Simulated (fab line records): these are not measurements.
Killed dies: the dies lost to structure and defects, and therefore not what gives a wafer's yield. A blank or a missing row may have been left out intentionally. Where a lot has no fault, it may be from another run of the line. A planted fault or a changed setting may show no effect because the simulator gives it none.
8D (eight disciplines) problem report, filled in by code | flow nand_harc | the parts of the form that need people (team, actions taken, sign-off) are left out

## 1. THE PROBLEM
Mean of run_length_s at NHARC_A_BLC_ETCH_16: 70.0 s across 2 wafers in 2 lots; on wafers with no fault it is 86.3 s (standard deviation 0.58). Relative to the usual mean, that is a shift of -28 standard deviations.
The step: etches the open film in CF4, target depth 39 nm, time 65 s.
First seen on wafer L406.4, day 26 04:26, on rie_diel-04. The record holds 32 wafers of 11 lots with a number at this step. The rule behind "out" and "out of limits": a value lying over 4 standard deviations away from the usual mean. The other wafers with a number count as sound.

## 2. WHAT IT IS, WHAT IT ISN'T
question                    | is                | is not
which readings at this step | run_length_s      | drypump_motor_current_A, oes_product_au, rf_vpp_V, showerhead_plenum_p_Torr, throttle_valve_pct
which lots                  | L406, L413        | L402, L403, L404, L414, L419, L420, L421, L422, L423
which wafers of those lots  | L406.4, L413.4    | L406.3, L406.6, L413.3
read on which tools         | rie_diel-04       | rie_diel-07, rie_diel-13
when                        | from day 26 04:26 | up to then (11 sound wafers); but 19 sound wafers of L413, L414, L419, L420, L421, L422, L423 came after

## 3. THE SUSPECTS, EACH WITH WHAT RULES IT OUT
Counting: any tool at a process step up to the reading remains a suspect provided it ran every lot that is out. Sound lots after the first of them don't rule it out here, since some wafers of a struck lot are sound.
- rie_diel-05 at NHARC_A_CONTACT_ETCH_92 (etches the open film in CH3F/O2, target depth 40 nm, time 85.7 s): kept. It processed each lot that is out (first: L406, day 26 01:04); up to then, its last sound lot is L402 (day 23 03:32).
- rie_diel-05 at NHARC_A_CONTACT_ETCH_98 (etches the open film in C4F6/O2, target depth 20 nm, time 10 s): kept. It processed each lot that is out (first: L406, day 26 04:10); up to then, its last sound lot is L402 (day 23 06:35). NHARC_A_CONTACT_ETCH_98: start missing for some lots; hours and lot order therefore follow NHARC_A_BLC_CD_MEAS_10.
- rie_diel-04 at NHARC_A_BLC_ETCH_16 (etches the open film in CF4, target depth 39 nm, time 65 s): kept. It processed each lot that is out (first: L406, day 26 04:26); up to then, its last sound lot is L404 (day 25 08:29). Its own run_length_s readings are out on those wafers.
The count leaves rie_diel-05 at NHARC_A_CONTACT_ETCH_92, rie_diel-05 at NHARC_A_CONTACT_ETCH_98, and rie_diel-04 at NHARC_A_BLC_ETCH_16.

## 4. THE CAUSE (what the simulator had put in)
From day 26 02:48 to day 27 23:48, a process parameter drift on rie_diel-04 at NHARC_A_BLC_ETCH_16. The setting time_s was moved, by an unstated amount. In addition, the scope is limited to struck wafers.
3 suspects survive the count, and this tool is in that group.

## 5. THE EFFECT CHAIN, in route order
Rows list readings where the struck wafers' mean (over those with a number) sits beyond 3 standard deviations from the usual. Only readings whose record carries a usual standard deviation are examined. hours: median over the lots of the time between each lot's start at the first step of this table that gives one and its start at this step. sigmas: the change, counted in usual standard deviations.
hours | step                | reading      | usual  | on struck wafers | change | sigmas
0     | NHARC_A_BLC_ETCH_16 | run_length_s | 86.3 s | 70.0             | -16.3  | -28
Process steps it contains:
- NHARC_A_BLC_ETCH_16: etches the open film in CF4, target depth 39 nm, time 65 s.
Readings that are blank on the struck wafers while sound wafers have them: rf_fwd_power_W at NHARC_A_BLC_ETCH_16.
Later measuring or inspecting steps at which every struck wafer that the step has a row for has a number for every such reading, and none has moved that far: NHARC_END_SORT_01.

## 6. HOW IT WOULD HAVE BEEN CAUGHT EARLIER
In this record the first reading out of limits was taken at day 26 04:26, 2 hours after the fault began at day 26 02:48.
